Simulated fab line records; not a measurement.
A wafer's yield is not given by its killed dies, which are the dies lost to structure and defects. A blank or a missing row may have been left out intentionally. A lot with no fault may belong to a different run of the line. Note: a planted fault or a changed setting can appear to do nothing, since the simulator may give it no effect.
Matching of chambers	flow n5-finfet	N5_FIN_SAQP_HM_DEP_72 on pecvd-02: 3 sister chambers
The step deposits SiO2 from SiH4/N2O, target thk 12 nm, time 7.2 s. 6 wafers are shown with their chamber, then 9 later ones without.

== WAFERS WITH THEIR CHAMBER ==
wafer	chamber	showerhead-plenum-p-Torr (Torr)	heater-power-w (W)
L074.4	0	8.04	749
L081.5	1	8.15	769
L081.6	2	7.98	646
L085.4	0	8.03	771
L085.5	2	7.99	624
L085.6	1	8.12	780

== WAFERS WITHOUT THEIR CHAMBER ==
wafer	showerhead-plenum-p-Torr (Torr)	heater-power-w (W)
L087.2	8.13	804
L087.3	8.04	810
L087.6	7.97	729
L091.2	8.04	812
L091.4	8.05	807
L091.5	7.96	678
L096.1	7.99	627
L096.2	8.12	734
L096.5	8.04	709

== WHICH CHAMBER EACH ONE RAN IN ==
wafer	from the rows above	in truth
L087.2	1	1
L087.3	0	0
L087.6	can't be placed: 0 or 2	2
L091.2	0	0
L091.4	0	0
L091.5	2	2
L096.1	2	2
L096.2	1	1
L096.5	0	0
Placed correctly: 8 of 9. From these rows, 1 cannot be placed; in 1 the true chamber is one of the candidates. 0 placed wrongly.
How it was worked out, from the rows above alone: a wafer's distance from a chamber is the root of the sum, over the readings, of the square of ((its reading less the chamber's mean) divided by the reading's scatter). If the next closest chamber is less than 2 further off than the closest, the wafer can't be placed; otherwise it belongs to the closest. For every chamber, the mean is computed from those of its wafers that are shown. The scatter is the square root of a quotient: the sum, over the shown wafers, of each reading's squared deviation from its chamber's mean, divided by wafers minus chambers.
